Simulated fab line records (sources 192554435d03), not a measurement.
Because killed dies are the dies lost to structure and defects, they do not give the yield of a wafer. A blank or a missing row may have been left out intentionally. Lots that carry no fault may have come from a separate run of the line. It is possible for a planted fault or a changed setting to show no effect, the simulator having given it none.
Code-filled problem report in 8D (eight disciplines) form    flow n5_finfet    the parts of the form that need people (team, actions taken, sign-off) are left out

## 1. THE ISSUE
rf_fwd_power_W at N5_GATE_CUT_CUT_ETCH_53 reads a mean of 664 W on 6 wafers of 2 lots; wafers without a fault read 878 W with a standard deviation of 3.3. Measured from the usual mean, that is -65 standard deviations.
The step: etches W in SF6/Cl2, target depth 79.2 nm.
Seen first at day 7 17:17 on rie_metal-03, wafer L708.1. The record has a number at this step for 27 wafers belonging to 9 lots. Rule for "out" (also "out of limits"): further than 4 standard deviations from the usual mean. The other wafers with a number count as sound.

## 2. WHAT IT IS AND WHAT IT IS NOT
question                     is                                 is not
which readings at this step  rf_fwd_power_W, etch_rf_on_time_s  drypump_motor_current_A, oes_product_au, throttle_valve_pct
which lots                   L708, L709                         L703, L704, L705, L707, L715, L718, L719
which wafers of those lots   all that have a number             -
read on which tools          rie_metal-03                       rie_metal-01, rie_metal-02
when                         from day 7 17:17                   up to then (12 sound wafers); but 9 sound wafers of L715, L718, L719 came after

## 3. WHAT RULES OUT EACH SUSPECT
Counting: a tool stays on the suspect list if, at a process step up to the reading, it processed all lots that are out and no sound lot following the first of them.
- rie_metal-03 at N5_GATE_CUT_CUT_ETCH_53 (etches W in SF6/Cl2, target depth 79.2 nm): kept. Every lot that is out went through it, starting with L708 (day 7 17:17), and after that it ran no sound lot; the last sound lot it ran before then is L707 (day 7 14:11). Its own etch_rf_on_time_s, rf_fwd_power_W readings are out on those wafers.
After counting, what remains is rie_metal-03 at N5_GATE_CUT_CUT_ETCH_53.

## 4. THE CAUSE (what the simulator had put in)
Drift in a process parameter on rie_metal-03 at N5_GATE_CUT_CUT_ETCH_53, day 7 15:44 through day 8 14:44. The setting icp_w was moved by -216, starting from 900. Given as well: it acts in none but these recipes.
Counting left only this tool.

## 5. THE CHAIN OF EFFECTS, in route order
Rows list readings where the struck wafers' mean (over those with a number) sits beyond 3 standard deviations from the usual. Scope: only readings with a usual standard deviation given in the record; hours: median across lots of the time from each lot's start at the first step in this table that gives one to its start at this step; sigmas: change in usual standard deviations.
hours  step                     reading            usual   on struck wafers  change  sigmas
0      N5_GATE_CUT_CUT_ETCH_53  etch_rf_on_time_s  26.3 s  32.0              +5.7    +5.2
0      N5_GATE_CUT_CUT_ETCH_53  rf_fwd_power_W     878 W   664               -214    -65
It contains these process steps:
- N5_GATE_CUT_CUT_ETCH_53: etches W in SF6/Cl2, target depth 79.2 nm.
Later steps that measure or inspect, where all struck wafers having a row at the step show a number for every such reading and not one has moved that far: N5_BEOL_M4_RC_MEAS_101.

## 6. WHAT WOULD HAVE CAUGHT IT SOONER
The fault began at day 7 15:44; the first out-of-limits reading in this record came at day 7 17:17, 2 hours later.
